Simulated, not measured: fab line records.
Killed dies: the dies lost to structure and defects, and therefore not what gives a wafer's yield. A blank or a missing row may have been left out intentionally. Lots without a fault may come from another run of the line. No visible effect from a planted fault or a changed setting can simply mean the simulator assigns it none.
Split-lot study :: flow n5Finfet :: route with 1938 steps; 7 lots, 21 wafers read

== THE SPLIT ITSELF ==
At N5_BEOL_M9_COAT_22 (resist thk 30 nm), the setting spinRpm was moved away from the recipe's 1500 rpm on 8 of the 21 wafers read, by -5.0% to +10.1%. All remaining wafers had this setting at the recipe value.

== FROM THE SPLIT TO THE READING: what the file shows between them, 4 steps ==
- N5_BEOL_M9_EBR_24
- N5_BEOL_M9_SOFTBAKE_23: time 60 s
- N5_BEOL_M9_EXPOSE_25: exposes mask V8
- N5_BEOL_M9_PEB_26: peb time 60 s

== THE READING ==
CAR-EUV_of_BEOL_M9_COAT_22.thkNm (the simulator's own value, which no gauge read), in nm, at N5_BEOL_M9_DEVELOP_27 (develop time 30 s). The file does not state a usual value for it. The 13 wafers here that ran the recipe average 29.6 nm, standard deviation 0.072 nm.

wafer: L080.3
tool, chamber at the split: lithoTrack-03, 0
spinRpm as run, rpm: 1425
against the recipe: -5.0%
CAR-EUV_of_BEOL_M9_COAT_22.thkNm, nm: 30.4
against lot-mates on the recipe: +0.8

wafer: L080.5
tool, chamber at the split: lithoTrack-03, 0
spinRpm as run, rpm: 1425
against the recipe: -5.0%
CAR-EUV_of_BEOL_M9_COAT_22.thkNm, nm: 30.4
against lot-mates on the recipe: +0.8

wafer: L080.6
tool, chamber at the split: lithoTrack-03, 0
spinRpm as run, rpm: 1500
against the recipe: recipe
CAR-EUV_of_BEOL_M9_COAT_22.thkNm, nm: 29.6
against lot-mates on the recipe: -

wafer: L082.4
tool, chamber at the split: lithoTrack-01, 0
spinRpm as run, rpm: 1500
against the recipe: recipe
CAR-EUV_of_BEOL_M9_COAT_22.thkNm, nm: 29.6
against lot-mates on the recipe: -

wafer: L082.6
tool, chamber at the split: lithoTrack-01, 0
spinRpm as run, rpm: 1500
against the recipe: recipe
CAR-EUV_of_BEOL_M9_COAT_22.thkNm, nm: 29.6
against lot-mates on the recipe: -

wafer: L082.5
tool, chamber at the split: lithoTrack-01, 0
spinRpm as run, rpm: 1609
against the recipe: +7.3%
CAR-EUV_of_BEOL_M9_COAT_22.thkNm, nm: 28.6
against lot-mates on the recipe: -1.0

wafer: L083.3
tool, chamber at the split: lithoTrack-05, 0
spinRpm as run, rpm: 1500
against the recipe: recipe
CAR-EUV_of_BEOL_M9_COAT_22.thkNm, nm: 29.4
against lot-mates on the recipe: -

wafer: L083.5
tool, chamber at the split: lithoTrack-05, 0
spinRpm as run, rpm: 1500
against the recipe: recipe
CAR-EUV_of_BEOL_M9_COAT_22.thkNm, nm: 29.4
against lot-mates on the recipe: -

wafer: L083.4
tool, chamber at the split: lithoTrack-05, 0
spinRpm as run, rpm: 1500
against the recipe: recipe
CAR-EUV_of_BEOL_M9_COAT_22.thkNm, nm: 29.6
against lot-mates on the recipe: -

wafer: L084.1
tool, chamber at the split: lithoTrack-05, 0
spinRpm as run, rpm: 1563
against the recipe: +4.2%
CAR-EUV_of_BEOL_M9_COAT_22.thkNm, nm: 29
against lot-mates on the recipe: -0.6

wafer: L084.3
tool, chamber at the split: lithoTrack-05, 0
spinRpm as run, rpm: 1563
against the recipe: +4.2%
CAR-EUV_of_BEOL_M9_COAT_22.thkNm, nm: 29
against lot-mates on the recipe: -0.6

wafer: L084.4
tool, chamber at the split: lithoTrack-05, 0
spinRpm as run, rpm: 1500
against the recipe: recipe
CAR-EUV_of_BEOL_M9_COAT_22.thkNm, nm: 29.6
against lot-mates on the recipe: -

wafer: L086.1
tool, chamber at the split: lithoTrack-05, 0
spinRpm as run, rpm: 1500
against the recipe: recipe
CAR-EUV_of_BEOL_M9_COAT_22.thkNm, nm: 29.6
against lot-mates on the recipe: -

wafer: L086.4
tool, chamber at the split: lithoTrack-05, 0
spinRpm as run, rpm: 1500
against the recipe: recipe
CAR-EUV_of_BEOL_M9_COAT_22.thkNm, nm: 29.6
against lot-mates on the recipe: -

wafer: L086.6
tool, chamber at the split: lithoTrack-05, 0
spinRpm as run, rpm: 1568
against the recipe: +4.5%
CAR-EUV_of_BEOL_M9_COAT_22.thkNm, nm: 29
against lot-mates on the recipe: -0.6

wafer: L092.1
tool, chamber at the split: lithoTrack-01, 0
spinRpm as run, rpm: 1500
against the recipe: recipe
CAR-EUV_of_BEOL_M9_COAT_22.thkNm, nm: 29.6
against lot-mates on the recipe: -

wafer: L092.3
tool, chamber at the split: lithoTrack-01, 0
spinRpm as run, rpm: 1652
against the recipe: +10.1%
CAR-EUV_of_BEOL_M9_COAT_22.thkNm, nm: 28.2
against lot-mates on the recipe: -1.4

wafer: L092.4
tool, chamber at the split: lithoTrack-01, 0
spinRpm as run, rpm: 1652
against the recipe: +10.1%
CAR-EUV_of_BEOL_M9_COAT_22.thkNm, nm: 28.2
against lot-mates on the recipe: -1.4

wafer: L097.2
tool, chamber at the split: lithoTrack-01, 0
spinRpm as run, rpm: 1500
against the recipe: recipe
CAR-EUV_of_BEOL_M9_COAT_22.thkNm, nm: 29.6
against lot-mates on the recipe: -

wafer: L097.4
tool, chamber at the split: lithoTrack-01, 0
spinRpm as run, rpm: 1500
against the recipe: recipe
CAR-EUV_of_BEOL_M9_COAT_22.thkNm, nm: 29.6
against lot-mates on the recipe: -

wafer: L097.6
tool, chamber at the split: lithoTrack-01, 0
spinRpm as run, rpm: 1500
against the recipe: recipe
CAR-EUV_of_BEOL_M9_COAT_22.thkNm, nm: 29.6
against lot-mates on the recipe: -

FIT RESULTS
A straight line over all 21 wafers: CAR-EUV_of_BEOL_M9_COAT_22.thkNm changes by -0.141 nm for each +1% of spinRpm; r = -0.99; the points scatter about the line by 0.073 nm.
The same after taking each lot's own level away (the mean of its wafers on the recipe; 21 wafers): -0.143 nm for each +1%; r = -1.00; scatter 0.048 nm.
Per that fit: largest spinRpm move, reading shift of 1.4 nm.
The lots' own levels span 29.47 to 29.60 nm, that is 1.8 times the standard deviation above.
Hence the lot-to-lot level has little effect on the slope; both slopes agree.
Check: for one of the wafers moved furthest among these (+10.1%), held out of the fit, the line's prediction against its lot-mates is -1.44 nm. Against them it came out at -1.4 nm.

== OTHER SPLITS ON THESE WAFERS ==
Before the reading, these wafers also passed through other splits. Each is held against what the fit with the lots' levels taken away leaves over:
other split on the same wafers: N5_BEOL_M5_ETCH_41 sourceW
wafers away from the commonest value: 5
r with CAR-EUV_of_BEOL_M9_COAT_22.thkNm (lot level and that fit taken away): +0.04

other split on the same wafers: N5_BEOL_M7_ETCH_41 sourceW
wafers away from the commonest value: 8
r with CAR-EUV_of_BEOL_M9_COAT_22.thkNm (lot level and that fit taken away): -0.18

other split on the same wafers: N5_BEOL_M8_COAT_22 spinRpm
wafers away from the commonest value: 4
r with CAR-EUV_of_BEOL_M9_COAT_22.thkNm (lot level and that fit taken away): -0.09

other split on the same wafers: N5_BEOL_M8_EXPOSE_25 doseMj
wafers away from the commonest value: 5
r with CAR-EUV_of_BEOL_M9_COAT_22.thkNm (lot level and that fit taken away): +0.13

== THE WHOLE CHAIN: every reading that the file lists as answering this split, in the file's order ==
step: N5_BEOL_M9_COAT_22
what it does: resist thk 30 nm
reading: CAR-EUV_of_BEOL_M9_COAT_22.thkNm (the simulator's own value, which no gauge read)
change (the file's fit): -0.146 nm for each +1% of the setting
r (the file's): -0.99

step: N5_BEOL_M9_DEVELOP_27
what it does: develop time 30 s
reading: CAR-EUV_of_BEOL_M9_COAT_22.thkNm (the simulator's own value, which no gauge read)
change (the file's fit): -0.14 nm for each +1% of the setting
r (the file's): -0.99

== THE FILE'S OWN FIT ==
CAR-EUV_of_BEOL_M9_COAT_22.thkNm changes by -0.14 nm for each +1% of spinRpm, r = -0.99.
